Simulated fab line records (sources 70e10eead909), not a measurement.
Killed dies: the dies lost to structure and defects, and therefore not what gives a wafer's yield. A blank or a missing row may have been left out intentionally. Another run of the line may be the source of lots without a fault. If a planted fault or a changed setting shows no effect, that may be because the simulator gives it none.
Comparing a struck lot with a sound one | flow nand harc | 14 out of 1302 route steps
Sound: wafers L635.2, L635.4, L635.6. Wafers L650.3, L650.5, L650.6 were the ones struck. The cause is named last.
Each step with rows lists, per side, the tool, then ch with its chambers, then its first start. Under that, the readings that differ: sound wafers | struck wafers | difference of the means | sigmas: that difference in standard deviations of wafers without a fault.
alike: readings whose means differ by less than 2 such deviations, and words and numbers that are the same on both sides. not compared: withheld readings, readings that some wafer has no value for, bounds like >300 that may hide the same value, and numbers for which the record gives no deviation and whose values overlap.
Wherever a step has rows on one side only, a row that says differs or no value, or a row with sigmas, the two part there. When numbers do not overlap yet have no deviation, they are printed without sigmas and do not part them. A reading missing from all wafers of one side parts the sides only when that side holds two or more wafers.

NHARC_P_M2_CD_MEAS_09 targets a cd of 170 nm.
  sound on cd sem-03 ch 0, day 6 05:26; struck on cd sem-01 ch 0, day 12 11:09
  alike: cd nm
NHARC_P_M2_OVL_MEAS_10: pitch 340 nm.
  sound on overlay-01, day 6 05:32; struck on overlay-01, day 12 11:14
  reading           | sound          | struck      | difference | sigmas
  overlay x nm (nm) | -1.1 -1.1 -0.8 | 1.6 1.9 0.9 | +2.5       | +3
  alike: overlay y nm
NHARC_P_M2_INSPECT_11:
  sound on defect inspect-01, day 6 05:34; struck on defect inspect-01, day 12 11:17
  alike: raw defect count
NHARC_P_M2_DESCUM_14: chemistry O2, time 3 s.
  sound on rie diel-05 ch 1,2,3, day 6 05:38; struck on rie diel-09 ch 0,1,3, day 12 11:22
  alike: drypump motor current A, oes product au, rf vpp V, showerhead plenum p Torr, throttle valve pct
  not compared: rf hours counter h
NHARC_P_M2_ETCH_35: etches the open film in N2/H2, target depth 40 nm, overetch 12 nm, time 43.94 s.
  sound on rie diel-05 ch 0,1,2, day 6 05:43; struck on rie diel-09 ch 0,1,2, day 12 11:26
  alike: drypump motor current A, n2 flow sccm, oes product au, rf vpp V, showerhead plenum p Torr, throttle valve pct
  not compared: rf hours counter h
NHARC_P_M2_ETCH_15: etches the open film in C4F8/Ar, target depth 182.5 nm, time 91.2 s.
  sound: rie diel-05 ch 1,2,3; struck: rie diel-09 ch 1,2
  alike: oes product au, rf vpp V
  not compared: rf hours counter h
NHARC_P_M2_CD_MEAS_16:
  sound on cd sem-01, day 6 05:56; struck on cd sem-01, day 12 11:39
  alike: cd nm
then, 4 steps without rows for these wafers: NHARC_P_M2_STRIP_18 (strips in N2/H2); NHARC_P_M2_ETCH_28 (etches the open film in CF4/N2, target depth 30 nm, time 72.99 s); NHARC_P_M2_STRIP_19 (strips in post etch residue remover, time 600 s); NHARC_P_M2_DEGAS_29 (time 60 s).
NHARC_P_M2_PRE_CLEAN_30: time 30 s.
  sound on pvd sputter-02; struck on pvd sputter-01
  alike: heater power w, susceptor temp C
NHARC_P_M2_PVD_20: deposits TaN, target thk 5 nm, time 8.06 s.
  sound on pvd sputter-02, day 6 06:46; struck on pvd sputter-01, day 12 12:35
  no value came back on the struck wafers for any of 5 readings (bias v (V), cathode dc power W (W) and others); on the sound wafers bias v (V) reads 166.0 168.4 167.7
NHARC_P_M2_PVD_21: deposits Cu, target thk 30 nm, time 20.49 s.
  sound on pvd sputter-02; struck on pvd sputter-01
  alike: cathode dc power W, chamber pressure pa, substrate temp c, throttle valve pct

## WHERE THEY PART
Earliest at NHARC_P_M2_OVL_MEAS_10; latest, in this record, at NHARC_P_M2_PVD_20. Later steps at which nothing parts them and some readings are alike: NHARC_P_M2_PVD_21.

WHY: the cause the simulator had injected
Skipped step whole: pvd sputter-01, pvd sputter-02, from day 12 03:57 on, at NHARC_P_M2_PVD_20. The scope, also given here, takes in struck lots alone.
